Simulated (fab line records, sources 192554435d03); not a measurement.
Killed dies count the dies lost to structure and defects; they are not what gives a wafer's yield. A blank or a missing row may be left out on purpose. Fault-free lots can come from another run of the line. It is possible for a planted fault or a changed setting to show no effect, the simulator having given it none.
Matching of chambers    flow n5Finfet    N5_ZERO_LAYER_PECVD_02 on pecvd-02: 3 sister chambers
The step deposits SiO2 from SiH4/N2O, target thk 10 nm, time 6 s. 6 wafers are shown with their chamber, then 9 later ones without.

EACH WAFER AND ITS CHAMBER
wafer   chamber  showerheadPlenumPTorr (Torr)  showerheadVppV (V)
L082.2  0        8.06                          988
L082.4  1        8.24                          1000
L082.5  2        8.28                          1087
L083.1  0        8.05                          969
L083.2  2        8.26                          1110
L083.5  1        8.28                          988

WAFERS MISSING THEIR CHAMBER
wafer   showerheadPlenumPTorr (Torr)  showerheadVppV (V)
L084.1  8.28                          1099
L084.4  8.08                          971
L084.5  8.28                          1013
L088.1  8.28                          1004
L088.2  8.08                          968
L088.3  8.29                          1072
L093.1  8.26                          1021
L093.4  8.08                          987
L093.6  8.26                          993

CHAMBER TAKEN BY EACH
wafer   from the rows above  in truth
L084.1  2                    2
L084.4  0                    0
L084.5  1                    1
L088.1  1                    1
L088.2  0                    0
L088.3  2                    2
L093.1  1                    1
L093.4  0                    0
L093.6  1                    1
9 of 9 placed correctly. Number that these rows cannot place: 0. Wrongly placed: 0.
How it was worked out, from the rows above alone: a wafer's distance from a chamber is the root of the sum, over the readings, of the square of ((its reading less the chamber's mean) divided by the reading's scatter). If the next closest chamber is less than 2 further off than the closest, the wafer can't be placed; otherwise it belongs to the closest. A chamber's mean is the mean of its shown wafers. How the scatter is found: for the shown wafers, subtract from each reading the mean of its chamber, square and add these, divide the total by (wafers less chambers), then take the root.
